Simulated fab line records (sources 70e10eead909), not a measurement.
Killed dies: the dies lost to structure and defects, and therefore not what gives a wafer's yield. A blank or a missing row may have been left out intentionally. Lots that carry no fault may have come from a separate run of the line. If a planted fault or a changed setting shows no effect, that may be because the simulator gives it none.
Matching of chambers    flow nand-harc    NHARC_P_CONTACT_ALD_22 on ald-metal-02 has 4 sister chambers
The step deposits TiN, target thk 3 nm, pulse time 1 s, ald cycles 150. 4 wafers are shown with their chamber, then 12 later ones without.

WAFERS WITH THEIR CHAMBER
wafer   chamber  heater-power-w (W)
L084.4  3        989
L085.1  1        1126
L085.3  0        851
L085.6  2        1186

WAFERS WITH NO CHAMBER GIVEN
wafer   heater-power-w (W)
L086.1  1142
L086.5  1197
L086.6  1135
L090.2  1190
L090.4  986
L090.5  1192
L092.4  962
L092.5  1192
L092.6  1167
L097.2  956
L097.3  851
L097.5  1176

WHICH CHAMBER EACH ONE RAN IN
wafer    from the rows above       in truth
L086.1   can't be placed: 1 or 2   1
L086.5   2                         2
L086.6   1                         1
L090.2   2                         2
L090.4   3                         3
L090.5   2                         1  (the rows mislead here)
L092.4   3                         3
L092.5   2                         2
L092.6   can't be placed: 2 or 1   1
L097.2   3                         3
L097.3   0                         0
L097.5   2                         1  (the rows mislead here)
Placed correctly: 8 of 12. These rows do not allow placing 2 (true chamber among the candidates in 2). Number placed wrongly: 2.
How it was worked out, from the rows above alone: a wafer's distance from a chamber is the root of the sum, over the readings, of the square of ((its reading less the chamber's mean) divided by the reading's scatter). The wafer belongs to the nearest chamber; if the next one is less than 2 further off, it can't be placed. A chamber's mean is the mean of its shown wafers. The scatter: root of mean squared gap, hidden wafer to nearest shown wafer, with one shown wafer a chamber.
